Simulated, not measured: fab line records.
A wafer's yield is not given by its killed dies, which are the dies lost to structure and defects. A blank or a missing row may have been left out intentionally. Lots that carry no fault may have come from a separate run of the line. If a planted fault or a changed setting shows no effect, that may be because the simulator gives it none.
fab line records	flow n5_finfet
record: lots: 7	wafers: 39
route steps=1938 shown DUMMY_GATE@228 SD_EPI_N@288 SD_EPI_P@307 SD_ACTIVATION@330 MOL_CONTACT_COAG@532
start_h: start of the lot's first displayed wafer, in hours after the record's first day	wait_h: how many hours have passed since the lot's step before this one	" as in the row above	L1.1+2: a single row standing in for several wafers	- no value, or no start was given	* or withheld: withheld	< > ~ a bound
route shown NAME@n: a module of which the file shows steps, and the number in the route of the first	usual: mean/standard deviation taken from wafers without a fault	same: alike in all rows	chamber/n: place in a boat	sites: per-site readings	_std_site: standard deviation of those values	_edge_site: outer sites' mean less inner sites'	radius_mm: how far each site lies from the wafer's centre	mask NAME#n: copy n	behind: the tool/chamber that last shaped the wafer	hold: the reason the lot was held/the length of the hold in hours/how it ended	device: whichever transistor did not switch (one of n, p or np)	end of line: tests of these same wafers at the route's end	a step given without rows: its recipe and nothing more	killed: not the wafer's yield, but the dies lost to structure and defects at the first sort	map: per-die view of a wafer (x killed, . not killed, _ where there is no die)
set.NAME: setting as actually run; set.NAME@STEP: the setting as run at that earlier step	model.NAME: the simulator's own value behind a step, which no gauge read
one table per step and one row per wafer, for lots whose settings were changed on purpose
== steps ==
step: N5_DUMMY_GATE_EXPOSE_12
recipe: mask_id: GATE	na: 0.33	source_shape: annular	sigma_inner: 0.2	sigma_outer: 0.6	polarization: unpolarized	target_cd_nm: 25	dose_mj: 34
lot.wafer	tool	chamber	start_h	wait_h	mask	set.dose_mj
L076.1+2+3+4+5+6	euv_scanner-01	0	59.93	-	GATE#0	34
L081.1+3+6	euv_scanner-01	0	87.28	-	GATE#0	34.7
L081.2+4+5	"	0	"	"	GATE#0	34
L082.1+2+4	euv_scanner-01	0	97.75	-	GATE#0	34
L082.3+5+6	"	0	"	"	GATE#0	35.91
L087.1+4+6	euv_scanner-02	0	127.84	-	GATE#0	36.62
L087.2+3+5	"	0	"	"	GATE#0	34
L091.1+2+3+4+5+6	euv_scanner-01	0	147.61	-	GATE#0	34
L094.1+3+5	euv_scanner-02	0	165.99	-	GATE#0	34
L095.1+2+6	euv_scanner-02	0	171.56	-	GATE#0	33.31
L095.3+4+5	"	0	"	"	GATE#0	34
step: N5_DUMMY_GATE_PEB_13
recipe: peb_temp_c: 100	peb_time_s: 60	resist: CAR-EUV
step: N5_DUMMY_GATE_DEVELOP_14
recipe: develop_time_s: 30	developer: TMAH	resist: CAR-EUV	rinse_liquid: surfactant_rinse	dry: air_spin	dev_temp_c: 23
step: N5_DUMMY_GATE_CD_MEAS_15
recipe: target_cd_nm: 25.8	landing_energy_ev: 500	detector: se_inlens
usual: cd_nm: 24.99/0.28
lot.wafer	tool	chamber	start_h	wait_h	set.dose_mj@DUMMY_GATE_EXPOSE_12	cd_nm
L076.1	cd_sem-02	0	60.06	-	34	25.16
L076.2	"	0	"	"	34	25.21
L076.3	"	0	"	"	34	25.09
L076.4	"	0	"	"	34	24.99
L076.5	"	0	"	"	34	24.95
L076.6	"	0	"	"	34	24.90
L081.1	cd_sem-01	0	87.41	-	34.7	24.76
L081.2	"	0	"	"	34	25.69
L081.3	"	0	"	"	34.7	24.74
L081.4	"	0	"	"	34	25.23
L081.5	"	0	"	"	34	24.92
L081.6	"	0	"	"	34.7	24.47
L082.1	cd_sem-03	0	97.87	-	34	25.15
L082.2	"	0	"	"	34	24.85
L082.3	"	0	"	"	35.91	24.21
L082.4	"	0	"	"	34	25.12
L082.5	"	0	"	"	35.91	24.28
L082.6	"	0	"	"	35.91	24.17
L087.1	cd_sem-02	0	127.97	-	36.62	23.81
L087.2	"	0	"	"	34	25.06
L087.3	"	0	"	"	34	25.40
L087.4	"	0	"	"	36.62	23.98
L087.5	"	0	"	"	34	25.47
L087.6	"	0	"	"	36.62	23.83
L091.1	cd_sem-03	0	147.74	-	34	24.86
L091.2	"	0	"	"	34	25.10
L091.3	"	0	"	"	34	25.24
L091.4	"	0	"	"	34	25.24
L091.5	"	0	"	"	34	25.47
L091.6	"	0	"	"	34	24.86
L094.1	cd_sem-02	0	166.11	-	34	25.10
L094.3	"	0	"	"	34	24.63
L094.5	"	0	"	"	34	24.64
L095.1	cd_sem-02	0	171.69	-	33.31	25.05
L095.2	"	0	"	"	33.31	25.08
L095.3	"	0	"	"	34	24.55
L095.4	"	0	"	"	34	24.91
L095.5	"	0	"	"	34	24.56
L095.6	"	0	"	"	33.31	25.20
step: N5_DUMMY_GATE_ETCH_32
recipe: chemistry: CF4	target: SiO2	target_depth_a: 35	time_s: 3.9	ion_energy_ev: 350	pressure_mtorr: 10	icp_w: 800	bias_w: 400	cf4_flow_sccm: 80
lot.wafer	tool	chamber	start_h	wait_h	set.time_s	model.etch.depth_nm
L076.1	rie_si-05	0	60.87	0.1	4.516	3.881
L076.2	"	3	"	"	4.516	3.933
L076.3	"	1	"	"	3.9	3.348
L076.4	"	1	"	"	4.516	3.855
L076.5	"	3	"	"	3.9	3.377
L076.6	"	0	"	"	3.9	3.319
L081.1	rie_si-01	1	88.21	0.1	4.219	3.878
L081.2	"	3	"	"	4.219	3.968
L081.3	"	0	"	"	3.9	3.758
L081.4	"	2	"	"	4.219	3.64
L081.5	"	0	"	"	3.9	3.78
L081.6	"	3	"	"	3.9	3.677
L082.1	rie_si-02	0	98.68	0.1	4.527	4.135
L082.2	"	1	"	"	4.527	3.918
L082.3	"	2	"	"	3.9	3.41
L082.4	"	3	"	"	3.9	3.652
L082.5	"	0	"	"	4.527	4.129
L082.6	"	1	"	"	3.9	3.373
L087.1	rie_si-01	1	128.97	0.1	3.9	3.582
L087.2	"	2	"	"	3.9	3.328
L087.3	"	0	"	"	3.027	2.917
L087.4	"	1	"	"	3.9	3.563
L087.5	"	0	"	"	3.027	2.901
L087.6	"	2	"	"	3.027	2.556
L091.1	rie_si-02	0	148.54	0.1	3.9	3.525
L091.2	"	3	"	"	3.9	3.615
L091.3	"	2	"	"	3.9	3.444
L091.4	"	1	"	"	3.9	3.399
L091.5	"	1	"	"	3.9	3.389
L091.6	"	2	"	"	3.9	3.426
L094.1	rie_si-02	0	166.92	0.1	3.9	3.55
L094.3	"	2	"	"	3.9	3.454
L094.5	"	2	"	"	3.9	3.457
L095.1	rie_si-01	3	172.49	0.1	3.9	3.615
L095.2	"	0	"	"	3.9	3.874
L095.3	"	2	"	"	3.9	3.393
L095.4	"	1	"	"	3.9	3.6
L095.5	"	0	"	"	3.9	3.872
L095.6	"	3	"	"	3.9	3.608
step: N5_SD_EPI_N_EPI_21
recipe: material: Si:P	dopant: P	temp_c: 680	pressure_torr: 255	time_s: 690
lot.wafer	tool	chamber	start_h	wait_h	set.time_s	model.Si-P_of_SD_EPI_N_EPI_21.thk_nm
L076.1+5	epi_rpcvd-02	0	64.11	0.1	690	58
L076.2	"	0	"	"	771.8	63.8
L076.3	"	0	"	"	771.8	62.6
L076.4	"	0	"	"	771.8	62.8
L076.6	"	0	"	"	690	57.8
L081.1+5	epi_rpcvd-02	0	91.46	0.1	690	58.6
L081.2	"	0	"	"	768.5	63.6
L081.3	"	0	"	"	768.5	64
L081.4	"	0	"	"	768.5	64.2
L081.6	"	0	"	"	690	59.4
L082.1	epi_rpcvd-03	0	103.59	0.1	648.6	56.8
L082.2	"	0	"	"	690	58
L082.3	"	0	"	"	690	59.4
L082.4	"	0	"	"	690	59
L082.5	"	0	"	"	648.6	56.2
L082.6	"	0	"	"	648.6	56.4
L087.1	epi_rpcvd-04	0	132.58	0.1	690	59.4
L087.2	"	0	"	"	690	58.8
L087.3	"	0	"	"	641.8	57
L087.4	"	0	"	"	641.8	56.8
L087.5	"	0	"	"	641.8	56.6
L087.6	"	0	"	"	690	59
L091.1	epi_rpcvd-04	0	152.12	0.1	690	59.4
L091.2	"	0	"	"	645	56.6
L091.3	"	0	"	"	690	58.8
L091.4+6	"	0	"	"	645	57.2
L091.5	"	0	"	"	690	59.2
L094.1	epi_rpcvd-02	0	170.28	0.1	690	58.6
L094.3	"	0	"	"	690	58
L094.5	"	0	"	"	690	58.4
L095.1+2	epi_rpcvd-02	0	175.73	0.1	690	59
L095.3+6	"	0	"	"	690	58.2
L095.4+5	"	0	"	"	690	58.8
step: N5_SD_EPI_P_ETCH_36
recipe: chemistry: CF4	target: SiARC	target_depth_a: 455	mask_material: CAR-ArF-block	time_s: 75.8	ion_energy_ev: 80	pressure_mtorr: 40	source_w: 545	bias_w: 36	Ar_flow_sccm: 100	cf4_flow_sccm: 100	ends: cleared
usual: rf_vpp_V: 184.0/1.2
lot.wafer	tool	chamber	start_h	wait_h	set.bias_w	rf_vpp_V
L076.1	rie_diel-01	0	66.78	0.0	36	184.2
L076.2	"	2	"	"	42.29	202.5
L076.3	"	1	"	"	36	185.1
L076.4	"	3	"	"	36	181.3
L076.5	"	2	"	"	42.29	203.2
L076.6	"	3	"	"	42.29	202.9
L081.1	rie_diel-02	3	95.28	0.0	36	183.8
L081.2	"	0	"	"	30.33	165.9
L081.3	"	1	"	"	30.33	167.4
L081.4	"	2	"	"	36	183.7
L081.5	"	1	"	"	36	185.0
L081.6	"	0	"	"	30.33	163.8
L082.1	rie_diel-06	1	106.64	0.0	36	183.4
L082.2	"	3	"	"	38.87	192.5
L082.3	"	0	"	"	38.87	194.7
L082.4	"	2	"	"	36	183.7
L082.5	"	2	"	"	36	182.6
L082.6	"	1	"	"	38.87	193.2
L087.1	rie_diel-01	1	135.46	0.0	33.68	177.5
L087.2	"	2	"	"	33.68	174.7
L087.3	"	3	"	"	33.68	175.7
L087.4	"	0	"	"	36	184.2
L087.5	"	0	"	"	36	183.8
L087.6	"	3	"	"	36	181.7
L091.1	rie_diel-06	3	156.67	0.0	39.22	193.8
L091.2	"	0	"	"	39.22	194.6
L091.3	"	1	"	"	36	185.3
L091.4	"	1	"	"	39.22	192.9
L091.5	"	0	"	"	36	184.7
L091.6	"	3	"	"	36	183.3
L094.1	rie_diel-02	0	173.09	0.0	36	184.8
L094.3	"	2	"	"	36	184.5
L094.5	"	1	"	"	36	185.3
L095.1	rie_diel-02	3	178.63	0.0	36	183.1
L095.2	"	0	"	"	36	184.8
L095.3	"	2	"	"	36	182.4
L095.4	"	3	"	"	36	182.2
L095.5	"	2	"	"	36	184.8
L095.6	"	0	"	"	36	185.6
step: N5_SD_EPI_P_ETCH_37
recipe: chemistry: N2/H2	target: SOC	overetch_a: 1080	mask_material: SiARC	temp_c: 40	ion_energy_ev: 100	source_w: 3000	bias_w: 133	pressure_mtorr: 20	time_s: 486	n2_flow_sccm: 200	h2_flow_sccm: 200	ends: end_point
step: N5_SD_EPI_P_STRIP_38
recipe: chemistry: N2/H2	temp_c: 40	n2_flow_sccm: 200	h2_flow_sccm: 200	rf_frequency_hz: 6e+07
step: N5_SD_ACTIVATION_RTA_00
recipe: temp_c: 975	time_s: 0	ambient: N2	idle_temp_c: 600	ramp_up_c_per_s: 150	ramp_down_c_per_s: 60	cool_to_c: 600
step: N5_SD_ACTIVATION_LSA_01
recipe: temp_c: 1080	time_s: 0.0008	ambient: N2
step: N5_SD_ACTIVATION_RS_MEAS_03
recipe: thk_meas_gauge: four-point-probe
usual: RS_SD_N: 22.01/0.25	RS_SD_P: 56.0/0.89
lot.wafer	tool	chamber	start_h	wait_h	set.time_s@SD_EPI_N_EPI_21	RS_SD_N[ohm/sq]	RS_SD_P[ohm/sq]
L076.1	film_metro-02	-	71.03	0.2	690	22.37	56.4
L076.2	"	-	"	"	771.8	20.11	56.2
L076.3	"	-	"	"	771.8	20.63	56.2
L076.4	"	-	"	"	771.8	20.48	54.9
L076.5	"	-	"	"	690	22.18	55.5
L076.6	"	-	"	"	690	22.36	56.6
L081.1	film_metro-01	-	99.39	0.2	690	21.92	54.2
L081.2	"	-	"	"	768.5	20.27	55.0
L081.3	"	-	"	"	768.5	20.19	55.5
L081.4	"	-	"	"	768.5	19.93	54.4
L081.5	"	-	"	"	690	22.11	55.1
L081.6	"	-	"	"	690	21.53	54.7
L082.1	film_metro-01	-	110.75	0.2	648.6	22.63	56.4
L082.2	"	-	"	"	690	22.10	55.5
L082.3	"	-	"	"	690	21.58	56.6
L082.4	"	-	"	"	690	21.74	55.0
L082.5	"	-	"	"	648.6	22.63	54.6
L082.6	"	-	"	"	648.6	22.81	55.6
L087.1	film_metro-02	-	139.59	0.2	690	21.77	56.6
L087.2	"	-	"	"	690	21.88	58.2
L087.3	"	-	"	"	641.8	22.69	57.0
L087.4	"	-	"	"	641.8	22.92	57.1
L087.5	"	-	"	"	641.8	22.74	57.0
L087.6	"	-	"	"	690	21.88	57.1
L091.1	film_metro-01	-	160.78	0.2	690	21.66	54.8
L091.2	"	-	"	"	645	22.62	55.4
L091.3	"	-	"	"	690	21.87	54.4
L091.4	"	-	"	"	645	22.60	55.9
L091.5	"	-	"	"	690	21.79	54.6
L091.6	"	-	"	"	645	22.44	54.5
L094.1	film_metro-01	-	179.17	0.2	690	22.04	56.7
L094.3	"	-	"	"	690	22.16	57.1
L094.5	"	-	"	"	690	21.97	57.4
L095.1	film_metro-01	-	182.76	0.2	690	21.94	56.3
L095.2	"	-	"	"	690	21.95	56.2
L095.3	"	-	"	"	690	22.13	55.7
L095.4	"	-	"	"	690	22.24	55.5
L095.5	"	-	"	"	690	21.86	56.6
L095.6	"	-	"	"	690	22.15	55.9
step: N5_MOL_CONTACT_COAG_ETCH_106
recipe: chemistry: N2/H2	target: SOC	target_depth_a: 800	overetch_a: 160	mask_material: SiARC	temp_c: 40	time_s: 120	ion_energy_ev: 200	pressure_mtorr: 30	source_w: 840	bias_w: 150	n2_flow_sccm: 200	h2_flow_sccm: 200
usual: rf_vpp_V: 523/3.2
lot.wafer	tool	chamber	start_h	wait_h	set.source_w	rf_vpp_V
L076.1	rie_diel-05	1	100.45	0.0	840	520
L076.2	"	0	"	"	974.5	496
L076.3	"	2	"	"	840	521
L076.4	"	3	"	"	974.5	501
L076.5	"	0	"	"	974.5	498
L076.6	"	3	"	"	840	526
L081.1	rie_diel-04	3	129.70	0.0	840	519
L081.2	"	0	"	"	840	526
L081.3	"	2	"	"	955	499
L081.4	"	0	"	"	955	504
L081.5	"	2	"	"	955	500
L081.6	"	3	"	"	840	520
L082.1	rie_diel-03	0	139.93	0.0	718.4	555
L082.2	"	3	"	"	718.4	551
L082.3	"	2	"	"	840	522
L082.4	"	1	"	"	840	520
L082.5	"	0	"	"	840	528
L082.6	"	3	"	"	718.4	551
L087.1	rie_diel-04	2	169.41	0.0	840	519
L087.2	"	0	"	"	840	525
L087.3	"	3	"	"	840	520
L087.4	"	1	"	"	840	522
L087.5	"	0	"	"	840	525
L087.6	"	1	"	"	840	521
L091.1	rie_diel-04	0	190.86	0.0	840	526
L091.2	"	1	"	"	840	520
L091.3	"	2	"	"	840	521
L091.4	"	2	"	"	840	520
L091.5	"	1	"	"	840	519
L091.6	"	0	"	"	840	526
L094.1	rie_diel-03	3	208.72	0.0	840	522
L094.3	"	1	"	"	840	521
L094.5	"	2	"	"	840	521
L095.1	rie_diel-03	1	212.86	0.0	840	521
L095.2	"	2	"	"	840	521
L095.3	"	3	"	"	882.7	514
L095.4	"	0	"	"	882.7	520
L095.5	"	2	"	"	840	521
L095.6	"	1	"	"	882.7	512
== key ==
split: step: N5_DUMMY_GATE_EXPOSE_12	setting: dose_mj	stated: 34	by: wafer
response: step: N5_DUMMY_GATE_CD_MEAS_15	reading: cd_nm	change: -0.18	per: 1%	r: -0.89
split: step: N5_DUMMY_GATE_ETCH_32	setting: time_s	stated: 3.9	by: wafer
response: step: N5_DUMMY_GATE_ETCH_32	reading: model.etch.depth_nm	change: +0.0319	per: 1%	r: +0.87
split: step: N5_SD_EPI_N_EPI_21	setting: time_s	stated: 690	by: wafer
response: step: N5_SD_EPI_N_EPI_21	reading: model.Si-P_of_SD_EPI_N_EPI_21.thk_nm	change: +0.408	per: 1%	r: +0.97
response: step: N5_SD_ACTIVATION_RS_MEAS_03	reading: RS_SD_N	change: -0.149	per: 1%	r: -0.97
split: step: N5_SD_EPI_P_ETCH_36	setting: bias_w	stated: 36	by: wafer
response: step: N5_SD_EPI_P_ETCH_36	reading: rf_vpp_V	change: +1.14	per: 1%	r: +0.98
split: step: N5_MOL_CONTACT_COAG_ETCH_106	setting: source_w	stated: 840	by: wafer
response: step: N5_MOL_CONTACT_COAG_ETCH_106	reading: rf_vpp_V	change: -1.64	per: 1%	r: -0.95
